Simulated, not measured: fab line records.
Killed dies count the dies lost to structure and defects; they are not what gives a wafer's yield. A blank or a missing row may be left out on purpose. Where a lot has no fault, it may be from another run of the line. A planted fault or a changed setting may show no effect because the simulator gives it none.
Split-lot study / flow n5 finfet / on a route of 1938 steps: 7 lots, 39 wafers read

ABOUT THE SPLIT
At N5_BEOL_M15_ETCH_59 (etches BARC in N2/H2, target depth 89 nm, overetch 26.7 nm, time 67.9 s), the setting time s was moved away from the recipe's 67.9 s on 12 of the 39 wafers read, by -53.1% to +27.9%. The other wafers ran this setting at the recipe's value.

Between the split and the reading, the file records no step.

THE READING
coat_of_BEOL_M15_COAT_04.thk nm (the simulator's own value, which no gauge read), in nm, at N5_BEOL_M15_VIA_ETCH_16 (etches SiO2 in C4F8/O2/Ar, target depth 1792.2 nm). No usual value for it is given in the file. The 27 wafers here that ran the recipe average 330.0 nm, standard deviation 6.6 nm.

wafer=L077.1; tool, chamber at the split=rie diel-03, 0; time s as run, s=86.71; against the recipe=+27.7%; coat_of_BEOL_M15_COAT_04.thk nm, nm=298.6; against lot-mates on the recipe=-27.5
wafer=L077.2; tool, chamber at the split=rie diel-03, 3; time s as run, s=86.71; against the recipe=+27.7%; coat_of_BEOL_M15_COAT_04.thk nm, nm=320.2; against lot-mates on the recipe=-5.9
wafer=L077.3; tool, chamber at the split=rie diel-03, 2; time s as run, s=86.71; against the recipe=+27.7%; coat_of_BEOL_M15_COAT_04.thk nm, nm=310.4; against lot-mates on the recipe=-15.7
wafer=L077.4; tool, chamber at the split=rie diel-03, 1; time s as run, s=67.9; against the recipe=recipe; coat_of_BEOL_M15_COAT_04.thk nm, nm=322.4; against lot-mates on the recipe=-
wafer=L077.5; tool, chamber at the split=rie diel-03, 3; time s as run, s=67.9; against the recipe=recipe; coat_of_BEOL_M15_COAT_04.thk nm, nm=329; against lot-mates on the recipe=-
wafer=L077.6; tool, chamber at the split=rie diel-03, 2; time s as run, s=67.9; against the recipe=recipe; coat_of_BEOL_M15_COAT_04.thk nm, nm=326.8; against lot-mates on the recipe=-
wafer=L089.1; tool, chamber at the split=rie diel-06, 1; time s as run, s=67.9; against the recipe=recipe; coat_of_BEOL_M15_COAT_04.thk nm, nm=321.4; against lot-mates on the recipe=-
wafer=L089.2; tool, chamber at the split=rie diel-06, 3; time s as run, s=67.9; against the recipe=recipe; coat_of_BEOL_M15_COAT_04.thk nm, nm=344.8; against lot-mates on the recipe=-
wafer=L089.3; tool, chamber at the split=rie diel-06, 2; time s as run, s=67.9; against the recipe=recipe; coat_of_BEOL_M15_COAT_04.thk nm, nm=329.4; against lot-mates on the recipe=-
wafer=L089.4; tool, chamber at the split=rie diel-06, 0; time s as run, s=67.9; against the recipe=recipe; coat_of_BEOL_M15_COAT_04.thk nm, nm=336; against lot-mates on the recipe=-
wafer=L089.5; tool, chamber at the split=rie diel-06, 3; time s as run, s=67.9; against the recipe=recipe; coat_of_BEOL_M15_COAT_04.thk nm, nm=327; against lot-mates on the recipe=-
wafer=L089.6; tool, chamber at the split=rie diel-06, 2; time s as run, s=67.9; against the recipe=recipe; coat_of_BEOL_M15_COAT_04.thk nm, nm=333.8; against lot-mates on the recipe=-
wafer=L088.1; tool, chamber at the split=rie diel-05, 2; time s as run, s=55.76; against the recipe=-17.9%; coat_of_BEOL_M15_COAT_04.thk nm, nm=357.6; against lot-mates on the recipe=+22.7
wafer=L088.2; tool, chamber at the split=rie diel-05, 3; time s as run, s=67.9; against the recipe=recipe; coat_of_BEOL_M15_COAT_04.thk nm, nm=343.2; against lot-mates on the recipe=-
wafer=L088.3; tool, chamber at the split=rie diel-05, 0; time s as run, s=55.76; against the recipe=-17.9%; coat_of_BEOL_M15_COAT_04.thk nm, nm=344.8; against lot-mates on the recipe=+9.9
wafer=L088.4; tool, chamber at the split=rie diel-05, 2; time s as run, s=67.9; against the recipe=recipe; coat_of_BEOL_M15_COAT_04.thk nm, nm=330.2; against lot-mates on the recipe=-
wafer=L088.5; tool, chamber at the split=rie diel-05, 3; time s as run, s=55.76; against the recipe=-17.9%; coat_of_BEOL_M15_COAT_04.thk nm, nm=351.4; against lot-mates on the recipe=+16.5
wafer=L088.6; tool, chamber at the split=rie diel-05, 0; time s as run, s=67.9; against the recipe=recipe; coat_of_BEOL_M15_COAT_04.thk nm, nm=331.4; against lot-mates on the recipe=-
wafer=L090.1; tool, chamber at the split=rie diel-03, 3; time s as run, s=31.85; against the recipe=-53.1%; coat_of_BEOL_M15_COAT_04.thk nm, nm=385; against lot-mates on the recipe=+49.3
wafer=L090.2; tool, chamber at the split=rie diel-03, 0; time s as run, s=31.85; against the recipe=-53.1%; coat_of_BEOL_M15_COAT_04.thk nm, nm=371.2; against lot-mates on the recipe=+35.5
wafer=L090.3; tool, chamber at the split=rie diel-03, 2; time s as run, s=31.85; against the recipe=-53.1%; coat_of_BEOL_M15_COAT_04.thk nm, nm=372.4; against lot-mates on the recipe=+36.7
wafer=L090.4; tool, chamber at the split=rie diel-03, 1; time s as run, s=67.9; against the recipe=recipe; coat_of_BEOL_M15_COAT_04.thk nm, nm=331.6; against lot-mates on the recipe=-
wafer=L090.5; tool, chamber at the split=rie diel-03, 3; time s as run, s=67.9; against the recipe=recipe; coat_of_BEOL_M15_COAT_04.thk nm, nm=342.4; against lot-mates on the recipe=-
wafer=L090.6; tool, chamber at the split=rie diel-03, 2; time s as run, s=67.9; against the recipe=recipe; coat_of_BEOL_M15_COAT_04.thk nm, nm=333; against lot-mates on the recipe=-
wafer=L093.1; tool, chamber at the split=rie diel-05, 3; time s as run, s=67.9; against the recipe=recipe; coat_of_BEOL_M15_COAT_04.thk nm, nm=332.8; against lot-mates on the recipe=-
wafer=L093.2; tool, chamber at the split=rie diel-05, 1; time s as run, s=67.9; against the recipe=recipe; coat_of_BEOL_M15_COAT_04.thk nm, nm=330; against lot-mates on the recipe=-
wafer=L093.3; tool, chamber at the split=rie diel-05, 0; time s as run, s=67.9; against the recipe=recipe; coat_of_BEOL_M15_COAT_04.thk nm, nm=326.6; against lot-mates on the recipe=-
wafer=L093.4; tool, chamber at the split=rie diel-05, 3; time s as run, s=67.9; against the recipe=recipe; coat_of_BEOL_M15_COAT_04.thk nm, nm=326.4; against lot-mates on the recipe=-
wafer=L093.5; tool, chamber at the split=rie diel-05, 1; time s as run, s=67.9; against the recipe=recipe; coat_of_BEOL_M15_COAT_04.thk nm, nm=325.8; against lot-mates on the recipe=-
wafer=L093.6; tool, chamber at the split=rie diel-05, 0; time s as run, s=67.9; against the recipe=recipe; coat_of_BEOL_M15_COAT_04.thk nm, nm=321.6; against lot-mates on the recipe=-
wafer=L092.1; tool, chamber at the split=rie diel-06, 2; time s as run, s=67.9; against the recipe=recipe; coat_of_BEOL_M15_COAT_04.thk nm, nm=329.4; against lot-mates on the recipe=-
wafer=L092.2; tool, chamber at the split=rie diel-06, 3; time s as run, s=86.85; against the recipe=+27.9%; coat_of_BEOL_M15_COAT_04.thk nm, nm=314; against lot-mates on the recipe=-14.7
wafer=L092.3; tool, chamber at the split=rie diel-06, 1; time s as run, s=86.85; against the recipe=+27.9%; coat_of_BEOL_M15_COAT_04.thk nm, nm=298.2; against lot-mates on the recipe=-30.5
wafer=L092.4; tool, chamber at the split=rie diel-06, 0; time s as run, s=67.9; against the recipe=recipe; coat_of_BEOL_M15_COAT_04.thk nm, nm=329.8; against lot-mates on the recipe=-
wafer=L092.5; tool, chamber at the split=rie diel-06, 3; time s as run, s=86.85; against the recipe=+27.9%; coat_of_BEOL_M15_COAT_04.thk nm, nm=300.6; against lot-mates on the recipe=-28.1
wafer=L092.6; tool, chamber at the split=rie diel-06, 0; time s as run, s=67.9; against the recipe=recipe; coat_of_BEOL_M15_COAT_04.thk nm, nm=327; against lot-mates on the recipe=-
wafer=L096.3; tool, chamber at the split=rie diel-06, 0; time s as run, s=67.9; against the recipe=recipe; coat_of_BEOL_M15_COAT_04.thk nm, nm=334; against lot-mates on the recipe=-
wafer=L096.4; tool, chamber at the split=rie diel-06, 1; time s as run, s=67.9; against the recipe=recipe; coat_of_BEOL_M15_COAT_04.thk nm, nm=314.2; against lot-mates on the recipe=-
wafer=L096.6; tool, chamber at the split=rie diel-06, 3; time s as run, s=67.9; against the recipe=recipe; coat_of_BEOL_M15_COAT_04.thk nm, nm=331; against lot-mates on the recipe=-

FIT RESULTS
A straight line over all 39 wafers: coat_of_BEOL_M15_COAT_04.thk nm changes by -0.876 nm for each +1% of time s; r = -0.92; the points scatter about the line by 7.1 nm.
The same after taking each lot's own level away (the mean of its wafers on the recipe; 39 wafers): -0.763 nm for each +1%; r = -0.92; scatter 6.4 nm.
According to that fit, moving time s by its largest amount changes the reading by 41 nm.
The lots' own levels span 326.07 to 335.67 nm, that is 1.5 times the standard deviation above.
So the lot-to-lot level changes the slope: the two fits differ.
Check: for one of the wafers moved furthest among these (-53.1%), held out of the fit, the line's prediction against its lot-mates is +38.5 nm. It came out at +49.3 nm against them.

THE WHOLE CHAIN: every reading that the file lists as answering this split, in the file's order
step=N5_BEOL_M15_ETCH_59; what it does=etches BARC in N2/H2, target depth 89 nm, overetch 26.7 nm, time 67.9 s; reading=etch.depth nm (the simulator's own value, which no gauge read); change (the file's fit)=not straight: 53.37 at the lowest setting, 89.13 at the recipe, 88.8 at the highest; r (the file's)=not given
step=N5_BEOL_M15_ETCH_59; what it does=etches BARC in N2/H2, target depth 89 nm, overetch 26.7 nm, time 67.9 s; reading=coat_of_BEOL_M15_COAT_04.thk nm (the simulator's own value, which no gauge read); change (the file's fit)=-0.703 nm for each +1% of the setting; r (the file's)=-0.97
step=N5_BEOL_M15_VIA_ETCH_16; what it does=etches SiO2 in C4F8/O2/Ar, target depth 1792.2 nm; reading=coat_of_BEOL_M15_COAT_04.thk nm (the simulator's own value, which no gauge read); change (the file's fit)=-0.764 nm for each +1% of the setting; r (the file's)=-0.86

THE FILE'S OWN FIT
coat_of_BEOL_M15_COAT_04.thk nm changes by -0.764 nm for each +1% of time s, r = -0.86.
